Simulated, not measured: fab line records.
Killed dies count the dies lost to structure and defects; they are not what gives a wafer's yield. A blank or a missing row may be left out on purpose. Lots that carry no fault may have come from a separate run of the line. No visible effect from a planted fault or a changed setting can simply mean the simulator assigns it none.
Tool commonality check	flow n5Finfet	Lots sampled 9, wafers sampled 27

== THE REASON FOR OPENING IT ==
On 2 of the 9 lots, a flag is raised at N5_SD_EPI_N_EPI_MEAS_23 on the reading thkNm. No-fault wafers: 59.2 nm, standard deviation 1.2.
Rule: a lot is flagged in two cases, either no wafer of it has a number, or all its wafers with numbers fall more than 4 standard deviations from that mean. All remaining lots are regarded as sound.

lot	measured	on	thkNm (nm), wafer by wafer	flag
L636	day 3 04:02	filmMetro-02	60.3 59.7 58.1	
L639	day 3 22:37	filmMetro-02	58.0 58.4 60.2	
L641	day 4 11:01	filmMetro-02	58.6 59.5 56.8	
L642	day 4 16:01	filmMetro-02	44.4 44.0 42.9	FLAGGED
L648	day 6 10:35	filmMetro-02	45.5 44.2 44.8	FLAGGED
L655	day 7 21:48	filmMetro-01	60.6 60.6 60.4	
L656	day 8 05:07	filmMetro-01	58.3 59.9 59.1	
L657	day 8 12:14	filmMetro-02	60.3 59.7 58.1	
L658	day 8 16:46	filmMetro-01	58.7 59.4 59.9	
Average over the flagged lots: 44.3 nm; offset from the usual -14.9 nm, equal to -12 standard deviations.

== WHICH TOOL RAN EACH LOT ==
4 process steps preceding the reading are held in the record, out of 1938 steps in the route. Each cell gives the tool, then ch followed by the chambers the sampled wafers passed through, then the start.
lot	flag	N5_SPACER0_ALD_08	N5_SD_EPI_N_DESCUM_14	N5_SD_EPI_N_ETCH_35	N5_SD_EPI_N_EPI_21
L636		aldSin-04 ch 0,1,3, day 3 00:00	rieDiel-04 ch 1,2, day 3 00:38	rieDiel-04 ch 1,2, day 3 00:44	epiRpcvd-03 ch 0, day 3 02:19
L639		aldSin-04 ch 0,2,3, day 3 18:34	rieDiel-01 ch 0,2,3, day 3 19:13	rieDiel-01 ch 0,2,3, day 3 19:18	epiRpcvd-02 ch 0, day 3 21:10
L641		aldSin-04 ch 0,3, day 4 06:59	rieDiel-04 ch 0,2,3, day 4 07:38	rieDiel-04 ch 0,2,3, day 4 07:43	epiRpcvd-03 ch 0, day 4 09:18
L642	FLAGGED	aldSin-04 ch 1,2, day 4 11:45	rieDiel-01 ch 0,1, day 4 12:23	rieDiel-01 ch 0,1, day 4 12:29	epiRpcvd-03 ch 0, day 4 15:08
L648	FLAGGED	aldSin-01 ch 0,1,3, day 6 06:33	rieDiel-01 ch 0,1,2, day 6 07:11	rieDiel-01 ch 0,1,2, day 6 07:17	epiRpcvd-03 ch 0, day 6 08:52
L655		aldSin-01 ch 0,2,3, day 7 17:38	rieDiel-05 ch 0,2,3, day 7 18:17	rieDiel-05 ch 0,2,3, day 7 18:23	epiRpcvd-02 ch 0, day 7 20:04
L656		aldSin-03 ch 0,1,3, day 8 01:04	rieDiel-01 ch 0,1, day 8 01:43	rieDiel-01 ch 0,1, day 8 01:49	epiRpcvd-02 ch 0, day 8 03:57
L657		aldSin-03 ch 0,1,2, day 8 08:08	rieDiel-04 ch 0,1, day 8 08:50	rieDiel-04 ch 0,1, day 8 08:55	epiRpcvd-02 ch 0, day 8 10:47
L658		aldSin-03 ch 0,1, day 8 11:50	rieDiel-04 ch 1,2,3, day 8 12:37	rieDiel-04 ch 1,2,3, day 8 12:42	epiRpcvd-04 ch 0, day 8 14:51
What the steps here do:
- N5_SPACER0_ALD_08: deposits SiNx, target thk 2 nm.
- N5_SD_EPI_N_DESCUM_14: chemistry O2, time 7.9 s.
- N5_SD_EPI_N_ETCH_35: etches SOC in N2/H2, overetch 108 nm, time 486 s.
- N5_SD_EPI_N_EPI_21: deposits Si:P, time 690 s.
- N5_SD_EPI_N_EPI_MEAS_23

== FLAGGED AGAINST TOTAL, ONE TOOL AT A TIME (gauges that did the reading follow at the end) ==
step	tool	lots run	flagged	share of the flagged lots	sound lots run after its first flagged lot
N5_SPACER0_ALD_08	aldSin-01	2	1	some	1 (L655)
N5_SPACER0_ALD_08	aldSin-03	3	0	none	-
N5_SPACER0_ALD_08	aldSin-04	4	1	some	0
N5_SD_EPI_N_DESCUM_14	rieDiel-01	4	2	all	1 (L656)
N5_SD_EPI_N_DESCUM_14	rieDiel-04	4	0	none	-
N5_SD_EPI_N_DESCUM_14	rieDiel-05	1	0	none	-
N5_SD_EPI_N_ETCH_35	rieDiel-01	4	2	all	1 (L656)
N5_SD_EPI_N_ETCH_35	rieDiel-04	4	0	none	-
N5_SD_EPI_N_ETCH_35	rieDiel-05	1	0	none	-
N5_SD_EPI_N_EPI_21	epiRpcvd-02	4	0	none	-
N5_SD_EPI_N_EPI_21	epiRpcvd-03	4	2	all	0
N5_SD_EPI_N_EPI_21	epiRpcvd-04	1	0	none	-
N5_SD_EPI_N_EPI_MEAS_23	filmMetro-01	3	0	none	-
N5_SD_EPI_N_EPI_MEAS_23	filmMetro-02	6	2	all	1 (L657)

== WHAT THE TABLE PERMITS ==
4 rows of the table ran every flagged lot: rieDiel-01 at N5_SD_EPI_N_DESCUM_14, rieDiel-01 at N5_SD_EPI_N_ETCH_35, epiRpcvd-03 at N5_SD_EPI_N_EPI_21, filmMetro-02 at N5_SD_EPI_N_EPI_MEAS_23.
- rieDiel-01 at N5_SD_EPI_N_DESCUM_14 ran 4 lots, 2 of them flagged. Sound lots ran on it after the first flagged one (L656), which a lasting fault on the whole tool wouldn't allow.
- rieDiel-01 at N5_SD_EPI_N_ETCH_35 ran 4 lots, 2 of them flagged. Sound lots ran on it after the first flagged one (L656), which a lasting fault on the whole tool wouldn't allow.
- epiRpcvd-03 at N5_SD_EPI_N_EPI_21 ran 4 lots, 2 of them flagged. Its last sound lot is L641 (day 4 09:18), its first flagged lot L642 (day 4 15:08): a fault that began between those two fits.
- filmMetro-02 at N5_SD_EPI_N_EPI_MEAS_23 ran 6 lots, 2 of them flagged. Sound lots ran on it after the first flagged one (L657), which a lasting fault on the whole tool wouldn't allow.
What remains is a single tool, epiRpcvd-03 at N5_SD_EPI_N_EPI_21.

== WHAT WAS PUT IN BY THE SIMULATOR ==
Site profile drift: epiRpcvd-03, from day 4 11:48 on, at N5_SD_EPI_N_EPI_21. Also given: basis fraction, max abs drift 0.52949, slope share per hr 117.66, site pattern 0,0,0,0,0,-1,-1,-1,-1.
Shown lots that were struck: L642, L648. The rule above reached the same finding.
